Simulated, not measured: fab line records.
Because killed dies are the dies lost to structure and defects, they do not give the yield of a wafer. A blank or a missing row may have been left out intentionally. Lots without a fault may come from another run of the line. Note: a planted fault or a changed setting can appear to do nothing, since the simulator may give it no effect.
Matching of chambers -- flow n5_finfet -- ald_sin-04 running N5_SD_EPI_N_LINER_46: 4 sister chambers
The step material SiNx, target thk 3 nm. 4 wafers are shown with their chamber, then 11 later ones without.

== WAFERS, EACH WITH ITS CHAMBER ==
wafer,chamber,heater_power_w (W)
L086.3,2,879
L087.1,3,843
L087.6,1,766
L088.1,0,935

== WAFERS WITHOUT THEIR CHAMBER ==
wafer,heater_power_w (W)
L088.2,768
L088.3,859
L088.4,894
L088.5,867
L088.6,876
L093.2,836
L093.3,773
L093.5,938
L095.1,852
L095.4,942
L095.5,928

== THE CHAMBER EACH PASSED THROUGH ==
wafer,from the rows above,in truth
L088.2,1,1
L088.3,can't be placed: 3 or 2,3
L088.4,2,2
L088.5,can't be placed: 2 or 3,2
L088.6,2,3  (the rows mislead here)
L093.2,3,3
L093.3,1,1
L093.5,0,0
L095.1,can't be placed: 3 or 2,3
L095.4,0,0
L095.5,0,0
Correct placement for 7 of the 11. Not placeable from these rows: 3 (in 3, the candidates include the true chamber). Wrongly placed: 1.
How it was worked out, from the rows above alone: a wafer's distance from a chamber is the root of the sum, over the readings, of the square of ((its reading less the chamber's mean) divided by the reading's scatter). If the next closest chamber is less than 2 further off than the closest, the wafer can't be placed; otherwise it belongs to the closest. A chamber's mean is the mean of its shown wafers. The scatter: root of mean squared gap, hidden wafer to nearest shown wafer, with one shown wafer a chamber.
